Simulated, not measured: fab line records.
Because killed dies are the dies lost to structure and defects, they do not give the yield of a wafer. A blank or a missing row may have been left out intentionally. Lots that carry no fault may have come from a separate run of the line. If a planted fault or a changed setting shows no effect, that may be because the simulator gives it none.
Lot-split experiment    flow n5 finfet    route with 1938 steps; 7 lots, 21 wafers read

## ON THE SPLIT
At N5_BEOL_M7_ETCH_41 (etches SiCN in CH3F/O2, target depth 31.9 nm, time 57.8 s), the setting source w was moved away from the recipe's 395 W on 9 of the 21 wafers read, by -8.8% to +16.2%. The other wafers ran this setting at the recipe's value.

The reading is taken at the split's own step.

## THE READING
rf vpp V, in V, at N5_BEOL_M7_ETCH_41 (etches SiCN in CH3F/O2, target depth 31.9 nm, time 57.8 s). On this fab line, fault-free wafers typically give 297.4 V with a standard deviation of 1.7 V.

wafer   tool, chamber at the split  source w as run, W  against the recipe  rf vpp V, V  against lot-mates on the recipe
L074.2  rie diel-04, 3              395                 recipe              297.9        -
L074.4  rie diel-04, 1              439.6               +11.3%              287.1        -9.2
L074.5  rie diel-04, 2              395                 recipe              294.8        -
L075.3  rie diel-01, 3              452.1               +14.5%              285.4        -11.8
L075.4  rie diel-01, 1              395                 recipe              296.1        -
L075.5  rie diel-01, 3              395                 recipe              298.3        -
L080.2  rie diel-03, 3              395                 recipe              297.1        -
L080.3  rie diel-03, 1              366.5               -7.2%               304.1        +7.0
L080.4  rie diel-03, 0              366.5               -7.2%               308.1        +11.0
L084.1  rie diel-04, 3              395                 recipe              297.6        -
L084.3  rie diel-04, 1              395                 recipe              297.8        -
L084.5  rie diel-04, 3              395                 recipe              298.5        -
L086.2  rie diel-01, 0              395                 recipe              299.9        -
L086.4  rie diel-01, 3              360.3               -8.8%               307.5        +10.0
L086.6  rie diel-01, 2              395                 recipe              295.2        -
L091.1  rie diel-01, 2              372.2               -5.8%               302.8        +5.8
L091.4  rie diel-01, 3              395                 recipe              297.0        -
L091.6  rie diel-01, 2              372.2               -5.8%               303.2        +6.2
L097.3  rie diel-04, 0              458.9               +16.2%              283.9        -13.5
L097.4  rie diel-04, 3              395                 recipe              297.4        -
L097.6  rie diel-04, 1              458.9               +16.2%              282.6        -14.8

THE FIT
A straight line over all 21 wafers: rf vpp V changes by -0.935 V for each +1% of source w; r = -0.98; the points scatter about the line by 1.5 V.
The same after taking each lot's own level away (the mean of its wafers on the recipe; 21 wafers): -0.933 V for each +1%; r = -0.98; scatter 1.5 V.
According to that fit, moving source w by its largest amount changes the reading by 15 V.
From 296.35 to 297.97 V: that is the span of the lots' own levels, equal to 1.0 times the standard deviation above.
So the lot-to-lot level changes the slope little: the two slopes agree.
Check: with one of the wafers moved furthest among these (+16.2%) left out of the fit, the line predicts -14.8 V for it against its lot-mates. It came out at -13.5 V against them.
Tool readings at the split's step, against how far the setting was moved: rf vpp V r = -0.98.

## THESE WAFERS: OTHER SPLITS
These wafers also went through other splits before the reading. Each is held against what the fit with the lots' levels taken away leaves over:
other split on the same wafers     wafers away from the commonest value  r with rf vpp V (lot level and that fit taken away)
N5_BEOL_M2_TRENCH_ETCH_37 time s   9                                     +0.50
N5_BEOL_M3_COAT_62 spin rpm        6                                     -0.09
N5_BEOL_M3_COAT_73 temp c          6                                     -0.07
N5_BEOL_M3_ETCH_70 time s          10                                    +0.09
N5_BEOL_M3_ETCH_41 target depth a  7                                     +0.08
N5_BEOL_M4_TRENCH_ETCH_37 time s   4                                     +0.04
N5_BEOL_M6_ETCH_66 bias w          3                                     -0.21
N5_BEOL_M6_TRENCH_ETCH_37 bias w   9                                     +0.21

## THE FILE'S OWN FIT
rf vpp V changes by -0.909 V for each +1% of source w, r = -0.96.
